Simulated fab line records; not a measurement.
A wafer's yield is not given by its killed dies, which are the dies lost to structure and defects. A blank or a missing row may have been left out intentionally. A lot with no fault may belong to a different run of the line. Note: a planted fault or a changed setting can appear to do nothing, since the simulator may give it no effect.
fab line records	flow n5-finfet
record lots=6	wafers=16	last-day=21
route steps=1938 shown BEOL_M1@762 BEOL_M4@1111
lots with no fault: from the same line, run without faults
start-h: hours from the record's opening day to when the first of the lot's shown wafers began	wait-h: how many hours have passed since the lot's step before this one	" identical to the entry in the row above	L1.1+2: a single row standing in for several wafers	- value missing, or start not given	* or withheld: withheld	< > ~ a bound
route shown NAME@n: names a module that has steps shown in the file, with the first one's number in the route	usual: mean/standard deviation taken from wafers without a fault	same: alike in all rows	chamber/n: place in a boat	sites: each site's reading	_std_site: standard deviation across them	_edge_site: the outer-site mean with the inner-site mean subtracted	radius-mm: how far each site lies from the wafer's centre	mask NAME#n: copy n	behind: the last tool/chamber to shape the wafer	hold: why the lot was held/for how many hours/how that ended	device: names the non-switching transistor (n, p or np)	end of line: at the end of the route, the tests of the same wafers	where a step has no rows: the recipe by itself	killed: dies that structure and defects cost at the first sort, which is not the same as the wafer's yield	map: a wafer's dies, x killed, . not, _ none there
set.NAME: setting as actually run; set.NAME@STEP: the setting as run at that earlier step	model.NAME: the simulator's own value behind a step, which no gauge read
a table for each step, a row for each wafer; lots at some steps of the route
services: a tool's chamber out of use, with start hour (start-h, from the record's first day; less than 0 if before it), hours out, and reason
## steps
# step N5_BEOL_M1_PEB_09
# recipe peb-temp-c=100	peb-time-s=60	resist=CAR-EUV
# step N5_BEOL_M1_DEVELOP_10
# recipe develop-time-s=30	developer=TMAH	resist=CAR-EUV	rinse-liquid=surfactant-rinse	dry=air-spin	dev-temp-c=23
# step N5_BEOL_M1_CD_MEAS_11
# recipe target-cd-nm=17.05	landing-energy-ev=500	detector=se-inlens	polarity=opening
# usual cd-nm=17.03/0.23
lot.wafer	tool	chamber	start-h	wait-h	cd-nm
L140.2	cd-sem-02	0	155.29	-	16.85
L140.5	"	0	"	"	16.81
L140.6	"	0	"	"	16.79
L146.3	cd-sem-03	0	187.92	-	17.10
L146.4	"	0	"	"	16.88
L146.5	"	0	"	"	16.77
L149.2	cd-sem-03	0	207.07	-	16.95
L149.4	"	0	"	"	17.21
L150.4	cd-sem-03	0	216.92	-	16.96
L150.5	"	0	"	"	17.41
L155.2	cd-sem-01	0	233.69	-	17.21
L155.3	"	0	"	"	17.04
L155.4	"	0	"	"	17.12
L156.1	cd-sem-01	0	244.39	-	17.44
L156.2	"	0	"	"	17.37
L156.3	"	0	"	"	16.94
# step N5_BEOL_M1_OVL_MEAS_12
# recipe points-per-wafer=522
# usual M1_OVL=-0.6/0.77
lot.wafer	tool	chamber	start-h	wait-h	M1_OVL[nm]
L140.2	overlay-01	0	155.32	0.0	-1.7
L140.5	"	0	"	"	-0.9
L140.6	"	0	"	"	-0.8
L146.3	overlay-01	0	187.96	0.0	-0.4
L146.4	"	0	"	"	-0.2
L146.5	"	0	"	"	-0.8
L149.2	overlay-02	0	207.11	0.0	0.2
L149.4	"	0	"	"	-0.7
L150.4	overlay-02	0	216.96	0.0	-1.7
L150.5	"	0	"	"	-1.6
L155.2	overlay-02	0	233.72	0.0	0.5
L155.3	"	0	"	"	0.6
L155.4	"	0	"	"	0.3
L156.1	overlay-01	0	244.42	0.0	1.7
L156.2	"	0	"	"	1.5
L156.3	"	0	"	"	0.4
# step N5_BEOL_M1_INSPECT_13
# recipe mode=adi	inspect-instrument=brightfield
# usual raw-defect-count=389/89
lot.wafer	tool	chamber	start-h	wait-h	raw-defect-count
L140.2	defect-inspect-01	-	155.37	0.0	342
L140.5	"	-	"	"	390
L140.6	"	-	"	"	301
L146.3	defect-inspect-02	-	188.01	0.0	492
L146.4	"	-	"	"	501
L146.5	"	-	"	"	469
L149.2	defect-inspect-02	-	207.16	0.0	232
L149.4	"	-	"	"	297
L150.4	defect-inspect-02	-	217.01	0.0	308
L150.5	"	-	"	"	369
L155.2	defect-inspect-01	-	233.78	0.0	446
L155.3	"	-	"	"	374
L155.4	"	-	"	"	443
L156.1	defect-inspect-01	-	244.49	0.1	409
L156.2	"	-	"	"	446
L156.3	"	-	"	"	498
# step N5_BEOL_M1_DESCUM_16
# recipe chemistry=O2	time-s=7	source-power-w=50	bias-power-w=20	pressure-mtorr=20	rf-frequency-hz=2.712e+07	temp-c=40	resist=CAR-EUV	o2-flow-sccm=225
# step N5_BEOL_M1_ETCH_74
# recipe chemistry=N2/H2	target=underlayer	target-depth-a=65	mask-material=CAR-EUV	time-s=5.2	ion-energy-ev=200	pressure-mtorr=30	source-w=840	bias-w=150	n2-flow-sccm=200	h2-flow-sccm=200	ends=cleared
# usual drypump-motor-current-A=5.9/0.36	etch-rf-on-time-s=5.20/0.077	h2-flow-sccm=200.0/0.58	oes-product-au=0.69/0.071	rf-vpp-V=523.4/2.6	showerhead-plenum-p-Torr=2.53/0.08	throttle-valve-pct=17.83/0.16
lot.wafer	tool	chamber	start-h	wait-h	drypump-motor-current-A	etch-rf-on-time-s	h2-flow-sccm	oes-product-au	rf-hours-counter-h	rf-vpp-V	showerhead-plenum-p-Torr	throttle-valve-pct
L140.2	rie-diel-03	1	155.44	0.0	5.2	5.29	200.1	0.60	213	526.5	2.62	17.73
L140.5	"	2	"	"	5.9	5.17	200.6	0.73	-	525.6	2.59	17.81
L140.6	"	3	"	"	6.2	5.29	200.0	0.71	-	522.4	2.46	17.54
L146.3	rie-diel-03	0	188.08	0.0	6.0	5.13	200.8	0.75	41	524.5	2.49	17.92
L146.4	"	3	"	"	6.2	5.18	199.6	0.69	97	521.8	2.46	17.58
L146.5	"	1	"	"	5.2	5.24	200.6	0.58	-	524.1	2.62	17.73
L149.2	rie-diel-03	1	207.23	0.0	5.2	5.29	200.7	0.59	230	527.0	2.61	17.73
L149.4	"	2	"	"	5.9	5.15	199.2	0.69	61	523.1	2.59	17.83
L150.4	rie-diel-06	2	217.09	0.0	5.5	5.12	201.0	0.67	117	524.8	2.56	17.73
L150.5	"	3	"	"	5.8	5.34	199.3	0.57	-	520.3	2.40	17.78
L155.2	rie-diel-01	3	234.00	0.0	6.1	5.10	200.8	0.75	45	523.4	2.59	17.70
L155.3	"	2	"	"	5.7	5.23	199.7	0.67	88	521.2	2.57	18.10
L155.4	"	0	"	"	5.4	5.18	201.1	0.76	-	521.3	2.49	17.77
L156.1	rie-diel-06	1	244.77	0.0	6.2	5.15	199.7	0.76	31	522.9	2.49	17.88
L156.2	"	0	"	"	6.5	5.24	199.9	0.64	163	524.3	2.64	17.89
L156.3	"	2	"	"	5.5	5.17	200.1	0.67	125	523.4	2.56	17.73
# step N5_BEOL_M1_ETCH_63
# recipe chemistry=CF4	target=SiARC	target-depth-a=156	mask-material=CAR-EUV	time-s=26	ion-energy-ev=80	pressure-mtorr=40	source-w=545	bias-w=36	Ar_flow_sccm=100	cf4-flow-sccm=100	ends=cleared
# usual drypump-motor-current-A=5.9/0.36	etch-rf-on-time-s=25.9/0.4	oes-product-au=0.69/0.071	rf-vpp-V=184.0/1.1	showerhead-plenum-p-Torr=2.13/0.064	throttle-valve-pct=15.57/0.13
lot.wafer	tool	chamber	start-h	wait-h	drypump-motor-current-A	etch-rf-on-time-s	oes-product-au	rf-hours-counter-h	rf-vpp-V	showerhead-plenum-p-Torr	throttle-valve-pct
L140.2	rie-diel-03	1	155.46	0.0	5.2	26.4	0.60	213	185.0	2.21	15.52
L140.5	"	2	"	"	5.9	25.6	0.73	-	184.6	2.18	15.52
L140.6	"	3	"	"	6.1	25.6	0.71	-	183.5	2.08	15.41
L146.3	rie-diel-03	0	188.09	0.0	6.0	25.8	0.75	41	183.6	2.10	15.66
L146.4	"	3	"	"	6.2	25.7	0.69	97	183.8	2.07	15.43
L146.5	"	1	"	"	5.2	26.3	0.59	-	184.6	2.20	15.53
L149.2	rie-diel-03	1	207.25	0.0	5.2	26.3	0.59	230	184.3	2.20	15.54
L149.4	"	2	"	"	5.9	25.4	0.72	61	184.0	2.18	15.55
L150.4	rie-diel-06	2	217.10	0.0	5.5	26.3	0.68	117	183.1	2.16	15.54
L150.5	"	3	"	"	5.8	26.4	0.58	-	183.2	2.02	15.55
L155.2	rie-diel-01	3	234.02	0.0	6.1	25.3	0.75	45	185.7	2.18	15.44
L155.3	"	2	"	"	5.7	26.1	0.69	88	184.2	2.17	15.82
L155.4	"	0	"	"	5.4	25.8	0.76	-	183.6	2.10	15.54
L156.1	rie-diel-06	1	244.78	0.0	6.2	25.8	0.77	31	183.7	2.11	15.62
L156.2	"	0	"	"	6.5	26.6	0.63	163	185.7	2.22	15.60
L156.3	"	2	"	"	5.5	26.0	0.67	125	185.2	2.15	15.55
# step N5_BEOL_M1_ETCH_64
# recipe chemistry=N2/H2	target=SOC	target-depth-a=750	overetch-a=150	mask-material=SiARC	temp-c=40	time-s=112.5	ion-energy-ev=200	pressure-mtorr=30	source-w=840	bias-w=150	n2-flow-sccm=200	h2-flow-sccm=200
# usual drypump-motor-current-A=5.9/0.36	h2-flow-sccm=200.1/0.57	oes-product-au=0.64/0.061	rf-vpp-V=523.5/2.3	showerhead-plenum-p-Torr=2.53/0.08	temp-c=40.01/0.11	throttle-valve-pct=17.79/0.16
lot.wafer	tool	chamber	start-h	wait-h	drypump-motor-current-A	h2-flow-sccm	oes-product-au	rf-hours-counter-h	rf-vpp-V	showerhead-plenum-p-Torr	temp-c	throttle-valve-pct
L140.2	rie-diel-03	1	155.49	0.0	5.2	199.8	0.56	213	526.8	2.62	40.17	17.69
L140.5	"	2	"	"	5.9	200.3	0.68	-	524.9	2.59	40.02	17.79
L140.6	"	3	"	"	6.2	200.7	0.65	-	522.8	2.46	39.93	17.54
L146.3	rie-diel-03	0	188.12	0.0	6.0	199.4	0.69	41	522.4	2.49	40.02	17.87
L146.4	"	3	"	"	6.2	199.3	0.64	97	522.2	2.46	39.98	17.54
L146.5	"	1	"	"	5.2	200.4	0.56	-	525.6	2.62	40.02	17.71
L149.2	rie-diel-03	1	207.28	0.0	5.2	199.6	0.55	230	526.6	2.61	39.95	17.73
L149.4	"	2	"	"	5.9	200.2	0.66	61	523.4	2.59	40.07	17.82
L150.4	rie-diel-06	2	217.13	0.0	5.5	198.8	0.62	117	524.2	2.56	40.06	17.68
L150.5	"	3	"	"	5.8	200.7	0.54	-	518.8	2.40	39.93	17.74
L155.2	rie-diel-01	3	234.05	0.0	6.1	200.5	0.69	45	525.5	2.59	39.98	17.67
L155.3	"	2	"	"	5.7	199.9	0.63	88	526.5	2.57	39.99	18.07
L155.4	"	0	"	"	5.4	200.2	0.70	-	522.6	2.49	40.07	17.78
L156.1	rie-diel-06	1	244.81	0.0	6.3	199.9	0.71	31	521.1	2.49	39.96	17.83
L156.2	"	0	"	"	6.5	200.4	0.60	163	526.6	2.64	39.96	17.87
L156.3	"	2	"	"	5.5	200.9	0.62	125	523.3	2.56	40.06	17.70
# step N5_BEOL_M1_STRIP_65
# recipe chemistry=N2/H2	temp-c=40	n2-flow-sccm=200	h2-flow-sccm=200	rf-frequency-hz=6e+07
# step N5_BEOL_M1_STRIP_75
# recipe chemistry=N2/H2	temp-c=40	n2-flow-sccm=200	h2-flow-sccm=200	rf-frequency-hz=6e+07
# step N5_BEOL_M1_STRIP_66
# recipe chemistry=CF4	resist=SiARC	power-w=300	bias-power-w=75	pressure-mtorr=50	cf4-flow-sccm=150	rf-frequency-hz=6e+07
# usual drypump-motor-current-A=5.9/0.36	oes-product-au=0.80/0.077	rf-vpp-V=270.9/1.4	showerhead-plenum-p-Torr=1.78/0.054	throttle-valve-pct=13.54/0.14
lot.wafer	tool	chamber	start-h	wait-h	drypump-motor-current-A	oes-product-au	rf-hours-counter-h	rf-vpp-V	showerhead-plenum-p-Torr	throttle-valve-pct
L140.2	rie-diel-03	1	155.61	0.0	5.2	0.70	213	271.7	1.85	13.53
L140.5	"	2	"	"	5.8	0.84	-	273.0	1.83	13.45
L140.6	"	3	"	"	6.2	0.82	-	271.1	1.74	13.39
L146.3	rie-diel-03	0	188.25	0.0	6.0	0.87	41	269.7	1.75	13.58
L146.4	"	3	"	"	6.2	0.80	97	270.4	1.74	13.40
L146.5	"	1	"	"	5.2	0.69	-	272.0	1.85	13.54
L149.2	rie-diel-03	1	207.40	0.0	5.2	0.69	230	271.5	1.84	13.59
L149.4	"	2	"	"	5.9	0.82	61	270.5	1.82	13.50
L150.4	rie-diel-06	2	217.26	0.0	5.5	0.78	117	270.6	1.80	13.48
L150.5	"	3	"	"	5.8	0.68	-	268.7	1.70	13.56
L155.2	rie-diel-01	3	234.17	0.0	6.1	0.87	45	271.2	1.82	13.38
L155.3	"	2	"	"	5.7	0.79	88	271.4	1.82	13.77
L155.4	"	0	"	"	5.4	0.87	-	271.2	1.76	13.45
L156.1	rie-diel-06	1	244.94	0.0	6.3	0.89	31	270.2	1.77	13.55
L156.2	"	0	"	"	6.5	0.75	163	272.1	1.86	13.58
L156.3	"	2	"	"	5.5	0.78	125	271.2	1.80	13.51
# step N5_BEOL_M1_HM_OPEN_17
# recipe chemistry=Cl2/BCl3	target-depth-a=200	overetch-a=60	target=TiN	mask-material=SOC	ion-energy-ev=150	pressure-mtorr=10	icp-w=1000	bias-w=126	Cl2_flow_sccm=53.25	bcl3-flow-sccm=21.75	Ar_flow_sccm=25
# usual drypump-motor-current-A=5.8/0.3	oes-product-au=0.60/0.066	throttle-valve-pct=22.19/0.11
lot.wafer	tool	chamber	start-h	wait-h	drypump-motor-current-A	oes-product-au	rf-hours-counter-h	throttle-valve-pct	model.SOC_of_BEOL_M1_COAT_61.thk-nm	model.BEOL_M1.cd-offset-nm
L140.2	rie-metal-02	0	155.66	0.0	6.3	0.68	37	22.14	52	-0.4
L140.5	"	1	"	"	5.7	0.53	-	22.30	51.8	-0.2
L140.6	"	0	"	"	6.2	0.69	-	22.14	52	-0.2
L146.3	rie-metal-02	1	188.33	0.1	5.7	0.53	-	22.29	52	0.2
L146.4	"	0	"	"	6.2	0.67	-	22.16	52.2	-0.2
L146.5	"	0	"	"	6.2	0.67	-	22.17	52	-0.4
L149.2	rie-metal-02	1	207.44	0.0	5.7	0.53	128	22.31	48.6	0.6
L149.4	"	0	"	"	6.2	0.67	-	22.13	48.8	0.4
L150.4	rie-metal-02	0	217.40	0.1	6.2	0.65	-	22.16	48.8	0.4
L150.5	"	0	"	"	6.3	0.66	-	22.16	52.2	0
L155.2	rie-metal-01	1	234.22	0.0	5.9	0.55	96	22.34	52	0.2
L155.3	"	1	"	"	5.9	0.55	-	22.34	52	0.2
L155.4	"	0	"	"	5.5	0.55	-	22.06	52.2	0.2
L156.1	rie-metal-01	0	244.98	0.0	5.5	0.56	101	22.07	52	0.4
L156.2	"	1	"	"	5.9	0.55	97	22.35	52.2	0
L156.3	"	0	"	"	5.6	0.56	-	22.08	52	0
# step N5_BEOL_M1_STRIP_19
# recipe chemistry=O2	power-w=400	temp-c=40	pressure-mtorr=30	rf-frequency-hz=6e+07	bias-power-w=0	overash-fraction=0.2	o2-flow-sccm=225
# usual drypump-motor-current-A=5.8/0.37	oes-product-au=0.81/0.08	rf-vpp-V=3.7/0.54	showerhead-plenum-p-Torr=2.09/0.064	temp-c=40.00/0.1	throttle-valve-pct=16.64/0.14
lot.wafer	tool	chamber	start-h	wait-h	drypump-motor-current-A	oes-product-au	rf-hours-counter-h	rf-vpp-V	showerhead-plenum-p-Torr	temp-c	throttle-valve-pct
L140.2	rie-diel-01	3	155.77	0.1	6.1	0.92	20	3.5	2.15	39.81	16.47
L140.5	"	0	"	"	5.4	0.96	-	3.5	2.06	40.00	16.54
L140.6	"	3	"	"	6.1	0.93	-	3.3	2.15	39.96	16.46
L146.3	rie-diel-06	1	188.43	0.1	6.3	0.94	14	3.0	2.06	40.02	16.63
L146.4	"	0	"	"	6.5	0.77	147	4.3	2.19	40.05	16.68
L146.5	"	2	"	"	5.5	0.80	-	4.2	2.12	39.98	16.58
L149.2	rie-diel-06	1	207.55	0.1	6.3	0.93	20	3.7	2.06	40.00	16.65
L149.4	"	2	"	"	5.5	0.79	114	3.6	2.11	39.90	16.61
L150.4	rie-diel-03	2	217.51	0.1	5.9	0.82	65	3.4	2.12	39.99	16.58
L150.5	"	3	"	"	6.2	0.80	-	4.0	2.02	40.13	16.48
L155.2	rie-diel-01	3	234.33	0.1	6.1	0.88	45	3.7	2.14	40.19	16.51
L155.3	"	2	"	"	5.7	0.81	88	3.7	2.12	39.87	16.88
L155.4	"	0	"	"	5.4	0.90	-	3.8	2.05	40.12	16.59
L156.1	rie-diel-03	1	245.15	0.1	5.2	0.68	242	4.0	2.15	39.75	16.59
L156.2	"	3	"	"	6.2	0.79	114	3.4	2.02	40.09	16.50
L156.3	"	2	"	"	5.8	0.81	73	4.3	2.12	39.97	16.59
# step N5_BEOL_M4_RC_MEAS_101
# usual DIBL_N=36.3/1.1	DIBL_P=36.3/1.4	IOFF_N=0.155/0.019	IOFF_P=0.211/0.027	ION_N=672/8.5	ION_P=462/5.8	SS_N=71.5/0.56	SS_P=73.3/0.52	VT_N=249.9/2.5	VT_P=-249.8/2.8
lot.wafer	tool	chamber	start-h	wait-h	DIBL_N[mV/V]	DIBL_P[mV/V]	IOFF_N[nA/um]	IOFF_P[nA/um]	ION_N[uA/um]	ION_P[uA/um]	SS_N[mV/dec]	SS_P[mV/dec]	VT_N[mV]	VT_P[mV]
L140.2	prober-01	0	250.38	0.2	35.4	35.8	0.146	0.193	664	460	70.9	73.0	250.3	-250.5
L140.5	"	0	"	"	34.8	33.5	0.128	0.167	668	461	70.8	72.9	253.6	-251.9
L140.6	"	0	"	"	35.6	35.7	0.151	0.195	675	471	71.6	74.0	247.8	-252.7
L146.3	prober-01	0	324.41	0.3	36.5	36.3	0.144	0.179	664	454	71.0	72.9	252.7	-253.3
L146.4	"	0	"	"	37.4	38.0	0.157	0.202	668	453	71.6	73.4	251.0	-252.1
L146.5	"	0	"	"	37.2	37.4	0.153	0.197	668	454	72.6	73.4	248.3	-252.3
L149.2	prober-02	0	355.04	0.2	36.0	35.6	0.151	0.238	667	468	71.7	73.2	248.3	-246.1
L149.4	"	0	"	"	37.8	37.0	0.181	0.268	672	468	72.1	74.3	245.3	-246.3
L156.1	prober-01	0	368.20	0.0	37.3	39.4	0.209	0.284	680	470	72.2	73.1	247.2	-244.7
L156.2	"	0	"	"	36.1	38.4	0.178	0.258	674	465	71.7	73.7	249.4	-248.1
L156.3	"	0	"	"	35.0	37.1	0.165	0.238	675	470	71.0	73.3	247.5	-246.2
L155.2	prober-02	0	390.21	0.2	37.2	37.6	0.175	0.237	686	467	71.5	73.8	245.8	-248.3
L155.3	"	0	"	"	36.9	37.1	0.168	0.230	677	466	71.7	73.5	245.2	-246.1
L155.4	"	0	"	"	36.7	37.0	0.160	0.228	682	471	71.8	73.3	247.4	-247.4
L150.4	prober-01	0	391.78	0.5	35.9	36.0	0.159	0.206	676	458	71.5	72.8	250.5	-248.7
L150.5	"	0	"	"	36.1	36.5	0.168	0.222	681	466	71.4	73.5	247.5	-247.2
## services
tool	chamber	start-h	hours	kind
rie-diel-01	2	154.65	6.9	repair
rie-metal-02	-	181.79	0.6	repair
rie-diel-01	0	189.86	5.1	repair
rie-diel-01	2	208.89	1.8	repair
rie-metal-02	1	211.89	-	clean
rie-metal-02	1	211.89	15.6	scheduled-down
rie-metal-02	1	211.89	15.6	vent-cycle
rie-metal-02	0	219.53	1.3	repair
rie-diel-01	-	225.35	2.8	pm
rie-diel-01	1	228.66	-	clean
rie-diel-01	1	228.66	-	consumable-replace:focus-ring
rie-diel-01	1	228.66	-	consumable-replace:showerhead
rie-diel-01	1	228.66	18.6	scheduled-down
rie-diel-01	1	228.66	18.6	vent-cycle
rie-metal-01	-	228.73	0.3	repair
## key
first-sign none at tools or gauges
model-effect step=N5_BEOL_M1_HM_OPEN_17	value=SOC_of_BEOL_M1_COAT_61.thk-nm	without=52.07	struck=48.73
met-at N5_BEOL_M1_HM_OPEN_17
struck-wafers L149.2,L149.4,L150.4
onset-between 188.33 207.44
fault kind=process-parameter-drift	tool=rie-metal-02	chamber=-	onset-h=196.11	steps=N5_BEOL_M1_HM_OPEN_17	channel=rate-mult	offset=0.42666	shape=step	end-h=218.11	scope=struck-wafers-only
